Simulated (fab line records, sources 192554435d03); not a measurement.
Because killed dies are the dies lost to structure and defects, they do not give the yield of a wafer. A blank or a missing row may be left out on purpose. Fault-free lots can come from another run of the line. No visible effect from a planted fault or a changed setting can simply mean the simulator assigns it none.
What tool caused it? | flow n5_finfet | 24 wafers from 9 lots sampled at 6 of the route's 1938 steps

## WHAT THE GAUGES READ, wafer by wafer
N5_PMOS_HMC_CHANNEL_EPI_THK_MEAS_22. Usual: HMC_CMP_THK typically reads 54.9 nm, with standard deviation 1.3.
lot  | measured    | on            | HMC_CMP_THK (nm) | flag
L821 | day 2 01:41 | film_metro-01 | 54.0 53.6 54.1   |
L823 | day 2 14:15 | film_metro-02 | 57.4 53.8 54.0   |
L828 | day 3 20:26 | film_metro-02 | 40.4 56.3        | OFF
L830 | day 4 07:39 | film_metro-01 | 40.8 40.7        | OFF
L831 | day 4 13:31 | film_metro-02 | 40.6 53.2        | OFF
L840 | day 7 00:11 | film_metro-01 | 55.1 55.5 52.4   |
L841 | day 7 01:55 | film_metro-02 | 53.7 53.0 56.3   |
L842 | day 7 08:08 | film_metro-02 | 54.2 53.5 57.2   |
L843 | day 7 14:39 | film_metro-01 | 53.6 53.3 56.4   |

N5_BEOL_M4_RC_MEAS_101. Usual: DIBL_N 37.1 mV/V, standard deviation 2.6; DIBL_P 38 mV/V, standard deviation 3; IOFF_N 0.18 nA/um, standard deviation 0.052; IOFF_P 0.25 nA/um, standard deviation 0.06; ION_N 678 uA/um, standard deviation 15; ION_P 467 uA/um, standard deviation 8.6; SS_N 71.7 mV/dec, standard deviation 0.73; SS_P 73.7 mV/dec, standard deviation 0.89; VT_N 249 mV, standard deviation 4.3; VT_P -248 mV, standard deviation 3.8.
lot  | measured     | on        | DIBL_N (mV/V)  | DIBL_P (mV/V) | IOFF_N (nA/um) | IOFF_P (nA/um) | ION_N (uA/um) | ION_P (uA/um) | SS_N (mV/dec)  | SS_P (mV/dec)  | VT_N (mV)   | VT_P (mV)      | flag
L821 | day 10 12:04 | prober-02 | 34.6 40.1 36.5 | 36 42 38      | 0.13 0.26 0.17 | 0.18 0.29 0.22 | 657 688 667   | 448 468 459   | 70.1 72.2 72.0 | 72.9 74.8 72.7 | 253 242 249 | -255 -245 -251 |
L823 | day 11 17:44 | prober-01 | 37.3 36.6 36.6 | 39 36 38      | 0.21 0.16 0.18 | 0.29 0.23 0.29 | 708 683 682   | 478 467 476   | 71.3 72.1 70.9 | 74.5 73.8 74.0 | 242 248 243 | -242 -246 -243 |
L828 | day 12 21:37 | prober-02 | 41.5 40.5      | 40 39         | 0.26 0.26      | 0.28 0.30      | 700 686       | 426 470       | 73.2 71.8      | 74.4 74.3      | 243 242     | -247 -246      |
L830 | day 14 00:48 | prober-02 | 35.7 34.1      | 36 34         | 0.15 0.13      | 0.18 0.17      | 657 658       | 415 416       | 70.7 71.4      | 73.0 72.2      | 250 253     | -253 -255      | OFF
L831 | day 13 06:31 | prober-02 | 35.2 36.7      | 36 37         | 0.15 0.16      | 0.18 0.21      | 683 671       | 418 460       | 71.9 71.5      | 73.4 73.6      | 251 250     | -253 -251      | OFF
L840 | day 15 15:13 | prober-02 | 38.0 33.1 35.1 | 38 34 35      | 0.18 0.10 0.13 | 0.25 0.17 0.18 | 675 655 666   | 464 458 455   | 72.1 70.9 71.4 | 73.6 73.0 73.5 | 250 258 253 | -248 -255 -253 |
L841 | day 17 18:43 | prober-01 | 43.7 38.2 37.7 | 45 38 37      | 0.34 0.18 0.17 | 0.39 0.24 0.23 | 692 696 677   | 472 478 467   | 73.6 71.0 71.5 | 75.9 73.4 74.3 | 243 249 250 | -243 -248 -248 |
L842 | day 16 07:49 | prober-02 | 36.5 37.0 38.3 | 39 39 41      | 0.19 0.19 0.23 | 0.26 0.26 0.30 | 704 674 700   | 484 462 477   | 71.2 72.0 71.3 | 74.6 73.8 74.7 | 244 248 245 | -243 -248 -248 |
L843 | day 16 15:21 | prober-02 | 39.7 40.2 38.0 | 42 42 39      | 0.26 0.25 0.22 | 0.32 0.33 0.26 | 694 682 681   | 474 475 466   | 72.8 72.6 72.4 | 75.2 74.5 74.2 | 241 246 245 | -245 -245 -246 |

## WHAT TOOL EACH LOT RAN ON (gives the tool, then ch and the chambers of the sampled wafers, and finally the start)
lot  | N5_PMOS_HMC_CHANNEL_EPI_ETCH_32   | N5_PMOS_HMC_CHANNEL_EPI_FIN_RECESS_16 | N5_FIN_SAQP_ALD_61               | N5_FIN_SAQP_HM_DEP_03
L821 | rie_diel-06 ch 2,3, day 1 23:15   | rie_si-06 ch 1,2, day 1 23:53         | ald_sin-04 ch 0,1,2, day 2 02:20 | pecvd-02 ch 0, day 2 02:46
L823 | rie_diel-06 ch 1,2, day 2 12:02   | rie_si-06 ch 0,2,3, day 2 12:27       | ald_sin-04 ch 0,1,3, day 2 14:51 | pecvd-02 ch 0,1, day 2 15:18
L828 | rie_diel-06 ch 0,3, day 3 18:12   | rie_si-06 ch 0,3, day 3 18:38         | ald_sin-04 ch 0,1, day 4 00:22   | pecvd-01 ch 0,2, day 4 00:48
L830 | rie_diel-02 ch 1,2, day 4 05:25   | rie_si-06 ch 3, day 4 05:50           | ald_sin-01 ch 2, day 4 08:16     | pecvd-01 ch 0,1, day 4 08:54
L831 | rie_diel-02 ch 2,3, day 4 11:17   | rie_si-06 ch 2,3, day 4 11:43         | ald_sin-01 ch 0,2, day 4 15:03   | pecvd-04 ch 0,1, day 4 15:34
L840 | rie_diel-02 ch 1,2,3, day 6 21:34 | rie_si-05 ch 0,1,2, day 6 21:59       | ald_sin-03 ch 0,1,2, day 7 00:50 | pecvd-02 ch 0,1,2, day 7 01:15
L841 | rie_diel-03 ch 0,1,3, day 6 23:17 | rie_si-06 ch 0,2,3, day 6 23:43       | ald_sin-03 ch 1,2,3, day 7 03:20 | pecvd-01 ch 0,1, day 7 03:51
L842 | rie_diel-06 ch 0,1,2, day 7 05:31 | rie_si-06 ch 0,2,3, day 7 05:56       | ald_sin-04 ch 0,2,3, day 7 09:13 | pecvd-04 ch 0,1,2, day 7 09:38
L843 | rie_diel-03 ch 0,1,2, day 7 11:29 | rie_si-06 ch 0,1,2, day 7 11:55       | ald_sin-03 ch 0,2,3, day 7 15:19 | pecvd-02 ch 0,2, day 7 15:44
- N5_PMOS_HMC_CHANNEL_EPI_ETCH_32: etches BARC in N2/H2, stops on SiO2, target depth 85.8 nm, time 50.3 s.
- N5_PMOS_HMC_CHANNEL_EPI_FIN_RECESS_16: chemistry HBr/Cl2, target Si, target depth 54 nm, time 18 s.
- N5_FIN_SAQP_ALD_61: deposits SiO2, target thk 4 nm, pulse time 1 s, purge time 2 s.
- N5_FIN_SAQP_HM_DEP_03: deposits SiNx from SiH4/NH3/N2, target thk 38 nm, time 33.6 s.

## AS READ BY THE TOOLS THEMSELVES (means over the sampled wafers that have a number; for cases with no such wafer, the mark the record gives instead)
N5_PMOS_HMC_CHANNEL_EPI_ETCH_32. Usual: drypump_motor_current_A 5.7 A, standard deviation 0.38; oes_product_au 0.69 a.u., standard deviation 0.075; rf_fwd_power_W 832 W, standard deviation 3.2; rf_vpp_V 524.8 V, standard deviation 2.6; showerhead_plenum_p_Torr 2.57 Torr, standard deviation 0.1; throttle_valve_pct 17.8 %, standard deviation 0.3.
lot  | tool        | drypump_motor_current_A (A) | oes_product_au (a.u.) | rf_fwd_power_W (W) | rf_vpp_V (V) | showerhead_plenum_p_Torr (Torr) | throttle_valve_pct (%) | flag
L821 | rie_diel-06 | 5.3                         | 0.58                  | 830                | 524.7        | 2.53                            | 18.0                   |
L823 | rie_diel-06 | 5.3                         | 0.60                  | 830                | 525.3        | 2.61                            | 17.9                   |
L828 | rie_diel-06 | 5.8                         | 0.76                  | 834                | 524.2        | 2.51                            | 17.4                   |
L830 | rie_diel-02 | 5.6                         | 0.69                  | 830                | 520.0        | 2.40                            | 17.7                   |
L831 | rie_diel-02 | 5.8                         | 0.67                  | 831                | 523.2        | 2.49                            | 17.8                   |
L840 | rie_diel-02 | 5.7                         | 0.66                  | 830                | 522.5        | 2.48                            | 17.7                   |
L841 | rie_diel-03 | 5.7                         | 0.70                  | 829                | 526.5        | 2.63                            | 17.9                   |
L842 | rie_diel-06 | 5.6                         | 0.69                  | 833                | 525.1        | 2.59                            | 17.6                   |
L843 | rie_diel-03 | 6.1                         | 0.68                  | 830                | 525.8        | 2.62                            | 17.8                   |

N5_PMOS_HMC_CHANNEL_EPI_FIN_RECESS_16. Usual: drypump_motor_current_A 5.7 A, standard deviation 0.49; oes_product_au 1.014 a.u., standard deviation 0.022; rf_fwd_power_W 795.8 W, standard deviation 2.4; throttle_valve_pct 35.4 %, standard deviation 0.36.
lot  | tool      | drypump_motor_current_A (A) | oes_product_au (a.u.) | rf_fwd_power_W (W) | throttle_valve_pct (%) | flag
L821 | rie_si-06 | 5.2                         | 1.002                 | 795.1              | 35.2                   |
L823 | rie_si-06 | 5.7                         | 1.016                 | 796.0              | 35.5                   |
L828 | rie_si-06 | 6.1                         | 1.017                 | 796.9              | 35.6                   |
L830 | rie_si-06 | 6.3                         | 0.985                 | -                  | 35.8                   | OFF
L831 | rie_si-06 | 5.7                         | 0.990                 | 792.5              | 35.5                   |
L840 | rie_si-05 | 6.0                         | 1.013                 | 797.3              | 35.5                   |
L841 | rie_si-06 | 5.7                         | 1.010                 | 796.4              | 35.7                   |
L842 | rie_si-06 | 5.7                         | 1.017                 | 797.2              | 35.7                   |
L843 | rie_si-06 | 5.5                         | 1.025                 | 795.6              | 35.4                   |

N5_FIN_SAQP_ALD_61. Usual: heater_power_outer_w 259 W, standard deviation 31; heater_power_w 460 W, standard deviation 50; precursor_pulse_height_rel 0.998, standard deviation 0.021.
lot  | tool       | heater_power_outer_w (W) | heater_power_w (W) | precursor_pulse_height_rel | flag
L821 | ald_sin-04 | 246                      | 438                | 0.984                      |
L823 | ald_sin-04 | 243                      | 436                | 1.005                      |
L828 | ald_sin-04 | 236                      | 434                | 1.042                      |
L830 | ald_sin-01 | 228                      | 436                | 1.007                      |
L831 | ald_sin-01 | 250                      | 454                | 0.991                      |
L840 | ald_sin-03 | 265                      | 461                | 1.001                      |
L841 | ald_sin-03 | 296                      | 502                | 1.016                      |
L842 | ald_sin-04 | 254                      | 450                | 0.978                      |
L843 | ald_sin-03 | 277                      | 454                | 1.007                      |

N5_FIN_SAQP_HM_DEP_03. Usual: heater_power_outer_w 483 W, standard deviation 58; heater_power_w 781 W, standard deviation 97; rf_fwd_power_W 297.5 W, standard deviation 1.2; showerhead_plenum_p_Torr 5.12 Torr, standard deviation 0.068; throttle_valve_pct 39.5 %, standard deviation 2.5.
lot  | tool     | heater_power_outer_w (W) | heater_power_w (W) | rf_fwd_power_W (W) | showerhead_plenum_p_Torr (Torr) | throttle_valve_pct (%) | flag
L821 | pecvd-02 | 470                      | 705                | 297.5              | 5.10                            | 38.5                   |
L823 | pecvd-02 | 493                      | 791                | 297.9              | 5.15                            | 40.1                   |
L828 | pecvd-01 | 532                      | 862                | 297.2              | 5.03                            | 39.9                   |
L830 | pecvd-01 | 532                      | 844                | 298.0              | 5.12                            | 41.3                   |
L831 | pecvd-04 | 478                      | 812                | 297.6              | 5.15                            | 42.0                   |
L840 | pecvd-02 | 443                      | 686                | 297.7              | 5.12                            | 38.5                   |
L841 | pecvd-01 | 504                      | 810                | 297.0              | 5.14                            | 41.3                   |
L842 | pecvd-04 | 488                      | 810                | 297.7              | 5.15                            | 40.1                   |
L843 | pecvd-02 | 472                      | 721                | 297.3              | 5.09                            | 38.0                   |

## THE ANSWER, worked out from the rows above alone
Rule: take the mean of a lot's wafers that have a number; if it is more than 3 standard deviations from the usual mean, the lot is off. Also off: a lot with no number at a reading for which 4 or more lots have one. Where the step has rows for the other lots, those lots are counted as sound. Order of review: gauges by route order, followed by the tools' own readings, for which a lot's mean as printed above is used. At the first step where some lot is off, the reading lying furthest off is the one used; lots without a number count as furthest.
Off: L828, L830, L831, at N5_PMOS_HMC_CHANNEL_EPI_THK_MEAS_22 (HMC_CMP_THK).
A tool fits if, at a process step before that reading, it ran every lot that is off, and no sound lot after the first of them. Gauges at N5_PMOS_HMC_CHANNEL_EPI_THK_MEAS_22: tried the same way as those tools. Not one of the candidates tried fits.

## WHAT WAS PUT IN BY THE SIMULATOR
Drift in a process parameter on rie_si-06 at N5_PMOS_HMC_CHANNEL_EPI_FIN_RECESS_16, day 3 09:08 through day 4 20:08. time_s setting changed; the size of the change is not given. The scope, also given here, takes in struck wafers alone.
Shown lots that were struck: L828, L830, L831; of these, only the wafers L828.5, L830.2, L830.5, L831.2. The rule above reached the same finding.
